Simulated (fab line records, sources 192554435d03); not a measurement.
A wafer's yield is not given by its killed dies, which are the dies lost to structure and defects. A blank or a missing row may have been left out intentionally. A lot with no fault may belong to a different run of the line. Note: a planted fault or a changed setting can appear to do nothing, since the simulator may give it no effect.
A struck lot beside a sound one | flow n5 finfet | 25 steps out of a route of 1938
Sound: wafers L669.2, L669.3, L669.6. Struck: wafers L655.2, L655.4, L655.5. Last of all comes the cause.
Order at every step that has rows: each side's tool, ch and its chambers, its first start. Under that, the readings that differ: sound wafers | struck wafers | difference of the means | sigmas: that difference in standard deviations of wafers without a fault.
alike: readings with means less than 2 such deviations apart, plus words and numbers identical on both sides. not compared: withheld readings, readings lacking a value on some wafer, bounds such as >300 that could conceal the same value, and numbers that have no deviation in the record and whose values overlap.
The two part at a step that has a row with sigmas, a row that says differs or no value, or rows on one side only. Non-overlapping numbers with no deviation appear without sigmas and do not part them. A reading missing from all wafers of one side parts the sides only when that side holds two or more wafers.

N5_BEOL_M7_THK_MEAS_53: measures by xrf.
  sound on film metro-01, day 14 14:30; struck on film metro-01, day 11 07:04
  alike: M7_THK
then, 1 step without rows for these wafers: N5_BEOL_M7_PRE_CLEAN_55 (time 15 s).
N5_BEOL_M7_DEP_56: deposits SiCN from 3MS/NH3, target thk 10 nm, time 17.5 s.
  sound on pecvd-02 ch 0,1,2, day 14 14:34; struck on pecvd-02 ch 0,2, day 11 07:07
  alike: showerhead plenum p Torr, showerhead vpp V, throttle valve pct
N5_BEOL_M7_RS_MEAS_57: measurement is done with a four-point probe.
  sound on film metro-01, day 14 14:38; struck on film metro-01, day 11 07:11
  alike: M7_RS
N5_BEOL_M7_INSPECT_58: inspects for defects (darkfield).
  sound on defect inspect-01, day 14 14:39; struck on defect inspect-02, day 11 07:13
  alike: raw defect count
N5_BEOL_M8_ILD_DEP_00: deposits SiCOH lowk from DEMS/porogen, target thk 179.75 nm, time 33.4 s.
  sound on pecvd-04 ch 1,2, day 14 14:41; struck on pecvd-04 ch 1,2, day 11 07:15
  alike: heater power w, showerhead plenum p Torr, showerhead vpp V, throttle valve pct
N5_BEOL_M8_CURE_74: cures SiCOH lowk, time 240 s.
  sound on uv cure-03 ch 0, day 14 15:20; struck on uv cure-03 ch 2, day 11 07:48
  alike: lamp power pct, wafer_temp_C_max
N5_BEOL_M8_THK_MEAS_01:
  sound on film metro-02, day 14 15:46; struck on film metro-02, day 11 08:38
  alike: M8_ILD_THK
then, 4 steps without rows for these wafers: N5_BEOL_M8_PECVD_70 (deposits SiO2 from TEOS/O2, target thk 20 nm, time 22.7 s); N5_BEOL_M8_HM_DEP_02 (deposits TiN, target thk 20 nm); N5_BEOL_M8_COAT_59 (time 60 s, resist thk 100 nm); N5_BEOL_M8_COAT_60 (time 60 s, resist thk 35 nm).
N5_BEOL_M8_COAT_05: resist thk 90 nm.
  sound on litho track-03 ch 0, day 14 16:23; struck on litho track-03 ch 0, day 11 10:22
  reading                                      | sound                | struck               | difference | sigmas
  spin speed rpm (rpm)                         | 1500.5 1500.0 1498.7 | 1672.1 1673.0 1672.0 | +172.6     | +99 or more
  model.CAR-ArF_of_BEOL_M8_COAT_05.thk nm (nm) | 90 89.8 89.8         | 85.6 85.8 85.8       | -4.1       |
then, 5 steps without rows for these wafers: N5_BEOL_M8_EBR_07; N5_BEOL_M8_SOFTBAKE_06 (time 60 s); N5_BEOL_M8_EXPOSE_08 (exposes mask M8); N5_BEOL_M8_PEB_09 (peb time 60 s); N5_BEOL_M8_DEVELOP_10 (develop time 30 s).
N5_BEOL_M8_CD_MEAS_11: the cd target is 38.5 nm.
  sound on cd sem-02 ch 0, day 14 16:46; struck on cd sem-03 ch 0, day 11 10:43
  alike: cd nm
N5_BEOL_M8_OVL_MEAS_12:
  sound on overlay-01 ch 0, day 14 16:47; struck on overlay-01 ch 0, day 11 10:45
  alike: M8_OVL
N5_BEOL_M8_INSPECT_13: inspects for defects (brightfield).
  sound on defect inspect-01, day 14 16:49; struck on defect inspect-02, day 11 10:47
  alike: raw defect count
N5_BEOL_M8_DESCUM_16: chemistry O2, time 7.9 s.
  sound on rie diel-03 ch 0,2, day 14 17:00; struck on rie diel-06 ch 0,2, day 11 10:49
  alike: drypump motor current A, oes product au, rf vpp V, showerhead plenum p Torr, throttle valve pct
  not compared: rf hours counter h
N5_BEOL_M8_ETCH_61: etches SiARC in CF4, target depth 45.5 nm, time 75.8 s.
  sound on rie diel-03 ch 0,2, day 14 17:02; struck on rie diel-06 ch 0,2, day 11 10:51
  reading                                      | sound          | struck         | difference | sigmas
  model.CAR-ArF_of_BEOL_M8_COAT_05.thk nm (nm) | 50.8 50.6 50.6 | 46.4 46.6 46.6 | -4.1       |
  alike: drypump motor current A, etch rf on time s, oes product au, rf vpp V, showerhead plenum p Torr, throttle valve pct
  not compared: rf hours counter h
N5_BEOL_M8_ETCH_62: etches SOC in N2/H2, target depth 110 nm, overetch 22 nm, time 165 s.
  sound on rie diel-03 ch 0,2, day 14 17:05; struck on rie diel-06 ch 0,2, day 11 10:54
  alike: drypump motor current A, oes product au, rf vpp V, showerhead plenum p Torr, throttle valve pct
  not compared: rf hours counter h
-- here the record skips 3 days between the struck wafers' starts before and after, leaving off in module BEOL_M8 and picking up in module PASSIVATION (first step shown: number 1936 of the route) --
N5_PASSIVATION_PROBE_49:
  the record has rows for the struck wafers here (prober-02, day 14 20:52) and none for the sound ones

== WHERE THEY PART ==
First at N5_BEOL_M8_COAT_05; last, within this record, at N5_PASSIVATION_PROBE_49.

WHY: whatever the simulator had introduced
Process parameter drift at N5_BEOL_M8_COAT_05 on litho track-03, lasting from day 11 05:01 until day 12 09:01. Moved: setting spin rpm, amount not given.
